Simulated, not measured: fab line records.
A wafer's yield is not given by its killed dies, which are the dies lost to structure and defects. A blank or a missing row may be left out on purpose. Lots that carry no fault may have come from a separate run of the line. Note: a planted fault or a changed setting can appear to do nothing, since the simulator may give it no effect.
The tool behind it: which one?    flow nand_harc    36 wafers sampled from 12 lots at 1 step of a route of 1302

WHAT THE GAUGES SHOWED, per wafer
NHARC_A_CHANNEL_FILL_D1_INSPECT_13.
lot   measured      on                 raw_defect_count
L075  day 11 12:42  defect_inspect-02  584 456 300
L077  day 12 03:23  defect_inspect-02  408 265 299
L079  day 12 18:16  defect_inspect-02  314 558 338
L081  day 13 14:35  defect_inspect-02  400 344 226
L082  day 14 10:50  defect_inspect-01  305 328 479
L084  day 15 01:56  defect_inspect-01  190 215 142
L087  day 16 14:06  defect_inspect-02  465 585 379
L089  day 17 19:17  defect_inspect-01  350 353 462
L091  day 17 23:31  defect_inspect-02  195 259 365
L093  day 18 11:02  defect_inspect-02  207 275 280
L095  day 20 02:35  defect_inspect-02  358 299 252
L097  day 20 08:58  defect_inspect-02  358 438 376

EACH LOT AND THE TOOL THAT RAN IT (in order: tool; ch and the chambers of the sampled wafers; start)
The record shows no process step preceding these readings.

THE ANSWER, worked out from the rows above alone
Rule: the usual values come from the lots themselves. The widest of any qualifying gaps counts: lots, ordered by their means at a reading, are off when they make up no more than a third of the lots, leave a main group of 4 or more, and stand apart from it by 3 or more times the standard deviation of that group's means. A main group is skipped when, at the precision printed for the reading in the tables above, its means are all equal. A lot without any number at a reading at which 4 lots or more have one is off too. All remaining lots with rows at the step are treated as sound.
Across all readings shown, no lot is off: no conclusion can be drawn from this.

WHAT HAD BEEN PUT IN BY THE SIMULATOR
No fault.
